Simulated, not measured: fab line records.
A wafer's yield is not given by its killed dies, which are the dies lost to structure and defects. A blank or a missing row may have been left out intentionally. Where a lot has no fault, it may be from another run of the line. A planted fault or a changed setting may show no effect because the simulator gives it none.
Problem report, 8D (eight disciplines) form, completed by code | flow n5 finfet | the parts of the form that need people (team, actions taken, sign-off) are left out

1. PROBLEM STATEMENT
At N5_BEOL_M6_VIA_ETCH_34, run length s averages 77.7 s over 3 wafers from 2 lots, while fault-free wafers read 74.0 s, standard deviation 0.43. Measured from the usual mean, that is +8.7 standard deviations.
The step: etches SiCOH lowk in C4F6/O2, target depth 126.3 nm, time 50.9 s.
First observed at day 15 00:25: wafer L445.1, on rie diel-04. Wafers with a number at this step in the record: 28, from 10 lots. By rule, "out" or "out of limits" means more than 4 standard deviations away from the usual mean. Any other wafer with a number is counted as sound.

2. WHAT IT IS, AND WHAT IT ISN'T
question                    | is                     | is not
which readings at this step | run length s           | drypump motor current A, oes_o_777_au, oes product au, rf fwd power W, rf vpp V, showerhead plenum p Torr, throttle valve pct
which lots                  | L445, L446             | L424, L425, L427, L428, L430, L432, L433, L439
which wafers of those lots  | L445.1, L445.3, L446.1 | L446.6
read on which tools         | rie diel-04            | rie diel-05, rie diel-06
when                        | from day 15 00:25      | up to then (24 sound wafers); but 1 sound wafer of L446 came after

3. SUSPECTS, AND WHAT RULES EACH OUT
Counting: if a tool at a process step up to the reading ran every lot that is out, it stays a suspect. Sound lots after the first of them don't rule it out here, since some wafers of a struck lot are sound.
- rie diel-04 at N5_BEOL_M6_ETCH_72 (etches underlayer in N2/H2, target depth 6.5 nm, time 5.2 s): kept. It processed each lot that is out (first: L445, day 15 00:17); up to then, its last sound lot is L439 (day 13 01:00).
- rie diel-04 at N5_BEOL_M6_ETCH_65 (etches SiARC in CF4, target depth 15.6 nm, time 26 s): kept. It processed each lot that is out (first: L445, day 15 00:17); up to then, its last sound lot is L439 (day 13 01:01).
- rie diel-04 at N5_BEOL_M6_VIA_ETCH_34 (etches SiCOH lowk in C4F6/O2, target depth 126.3 nm, time 50.9 s): kept. It processed each lot that is out (first: L445, day 15 00:25); up to then, its last sound lot is L439 (day 13 01:08). Its own readings are out on those wafers: run length s.
- Within rie diel-04 at N5_BEOL_M6_ETCH_72: the wafers that are out ran in chambers 2, 3; their sound lot-mates ran in chamber 1.
- Within rie diel-04 at N5_BEOL_M6_ETCH_65: the wafers that are out ran in chambers 2, 3; their sound lot-mates ran in chamber 1.
- Within rie diel-04 at N5_BEOL_M6_VIA_ETCH_34: the wafers that are out ran in chambers 2, 3; their sound lot-mates ran in chamber 1.
Still standing after the count: rie diel-04 at N5_BEOL_M6_ETCH_72, rie diel-04 at N5_BEOL_M6_ETCH_65, rie diel-04 at N5_BEOL_M6_VIA_ETCH_34.

4. THE CAUSE (what the simulator had put in)
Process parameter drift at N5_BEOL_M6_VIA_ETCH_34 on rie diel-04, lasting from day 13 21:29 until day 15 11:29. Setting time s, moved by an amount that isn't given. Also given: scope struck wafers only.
Counting leaves 3 suspects; this tool is one of them.

5. SEQUENCE OF EFFECTS, ordered by route
Rows list readings where the struck wafers' mean (over those with a number) sits beyond 3 standard deviations from the usual. Only readings for which the record gives a usual standard deviation are gone through. hours: the time from each lot's start at the first step in this table that gives one to its start at this step, as a median over the lots. sigmas: the change in usual standard deviations.
hours | step                   | reading      | usual  | on struck wafers | change | sigmas
0     | N5_BEOL_M6_VIA_ETCH_34 | run length s | 74.0 s | 77.7             | +3.7   | +8.7
It contains these process steps:
- N5_BEOL_M6_VIA_ETCH_34: etches SiCOH lowk in C4F6/O2, target depth 126.3 nm, time 50.9 s.
Later measuring or inspecting steps at which every struck wafer that the step has a row for has a number for every such reading, and none has moved that far: N5_BEOL_M6_CD_MEAS_35.

6. WHAT WOULD HAVE CAUGHT IT SOONER
First out-of-limits reading in this record: day 15 00:25, which is 27 hours after fault onset at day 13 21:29.
